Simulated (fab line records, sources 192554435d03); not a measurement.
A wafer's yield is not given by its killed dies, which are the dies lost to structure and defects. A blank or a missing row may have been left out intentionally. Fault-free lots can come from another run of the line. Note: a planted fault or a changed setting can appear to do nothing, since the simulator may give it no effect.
Split-lot trial ; flow n5-finfet ; 21 wafers read across 7 lots, on a route 1938 steps long

== THE SPLIT ITSELF ==
At N5_BEOL_M4_TRENCH_ETCH_37 (etches SiOC in C4F6/O2, target depth 55.555 nm, time 29.2 s), the setting source-w was moved away from the recipe's 355 W on 10 of the 21 wafers read, by -6.3% to +17.2%. For the rest of the wafers, this setting stayed at what the recipe calls for.

The reading is taken at the split's own step.

== THE READING ==
rf-vpp-V, in V, at N5_BEOL_M4_TRENCH_ETCH_37 (etches SiOC in C4F6/O2, target depth 55.555 nm, time 29.2 s). On this fab line, fault-free wafers typically give 676 V with a standard deviation of 11 V.

wafer;tool, chamber at the split;source-w as run, W;against the recipe;rf-vpp-V, V;against lot-mates on the recipe
L080.3;rie-diel-04, 0;398.1;+12.1%;632;-36
L080.4;rie-diel-04, 2;355;recipe;667;-
L080.5;rie-diel-04, 0;355;recipe;670;-
L079.4;rie-diel-05, 1;355;recipe;674;-
L079.5;rie-diel-05, 0;355;recipe;667;-
L079.6;rie-diel-05, 3;355;recipe;656;-
L081.1;rie-diel-01, 0;332.8;-6.3%;696;+0
L081.2;rie-diel-01, 1;355;recipe;696;-
L081.4;rie-diel-01, 1;332.8;-6.3%;721;+25
L084.2;rie-diel-01, 0;402.8;+13.5%;630;no lot-mate on the recipe
L084.3;rie-diel-01, 1;402.8;+13.5%;652;no lot-mate on the recipe
L084.5;rie-diel-01, 2;402.8;+13.5%;638;no lot-mate on the recipe
L085.2;rie-diel-04, 3;393.5;+10.8%;645;-22
L085.5;rie-diel-04, 3;393.5;+10.8%;643;-24
L085.6;rie-diel-04, 2;355;recipe;667;-
L090.1;rie-diel-04, 3;355;recipe;677;-
L090.2;rie-diel-04, 0;416.1;+17.2%;617;-60
L090.5;rie-diel-04, 0;416.1;+17.2%;616;-61
L092.1;rie-diel-01, 3;355;recipe;671;-
L092.3;rie-diel-01, 1;355;recipe;696;-
L092.5;rie-diel-01, 0;355;recipe;671;-

THE FIT
A straight line over all 21 wafers: rf-vpp-V changes by -3.28 V for each +1% of source-w; r = -0.91; the points scatter about the line by 12 V.
The same after taking each lot's own level away (the mean of its wafers on the recipe; 18 wafers): -2.98 V for each +1%; r = -0.93; scatter 9.1 V.
The reading moves by 51 V for the largest change in source-w, on that fit.
From 665.7 to 696.0 V: that is the span of the lots' own levels, equal to 2.8 times the standard deviation above.
The two slopes agree, so the slope changes little with the lot-to-lot level.
Check: with one of the wafers moved furthest among these (+17.2%) left out of the fit, the line predicts -48.9 V for it against its lot-mates. It came out at -60 V against them.
Tool readings at the split's step, against how far the setting was moved: rf-vpp-V r = -0.91.

== FURTHER SPLITS ON THESE WAFERS ==
Note: prior to the reading, these wafers also went through further splits. Each is held against what the fit with the lots' levels taken away leaves over:
other split on the same wafers;wafers away from the commonest value;r with rf-vpp-V (lot level and that fit taken away)
N5_BEOL_M4_EXPOSE_08 dose-mj;4;-0.21

== THE WHOLE CHAIN: every reading that the file lists as answering this split, in the file's order ==
step;what it does;reading;change (the file's fit);r (the file's)
N5_BEOL_M4_TRENCH_ETCH_37;etches SiOC in C4F6/O2, target depth 55.555 nm, time 29.2 s;rf-vpp-V;-3 V for each +1% of the setting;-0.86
N5_BEOL_M4_TRENCH_ETCH_37;etches SiOC in C4F6/O2, target depth 55.555 nm, time 29.2 s;BEOL_M4.feature-depth-nm (the simulator's own value, which no gauge read);+0.288 nm for each +1% of the setting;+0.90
N5_BEOL_M4_TRENCH_ETCH_37;etches SiOC in C4F6/O2, target depth 55.555 nm, time 29.2 s;etch.depth-nm (the simulator's own value, which no gauge read);+0.285 nm for each +1% of the setting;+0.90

== FILE'S OWN FIT ==
rf-vpp-V changes by -3 V for each +1% of source-w, r = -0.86.
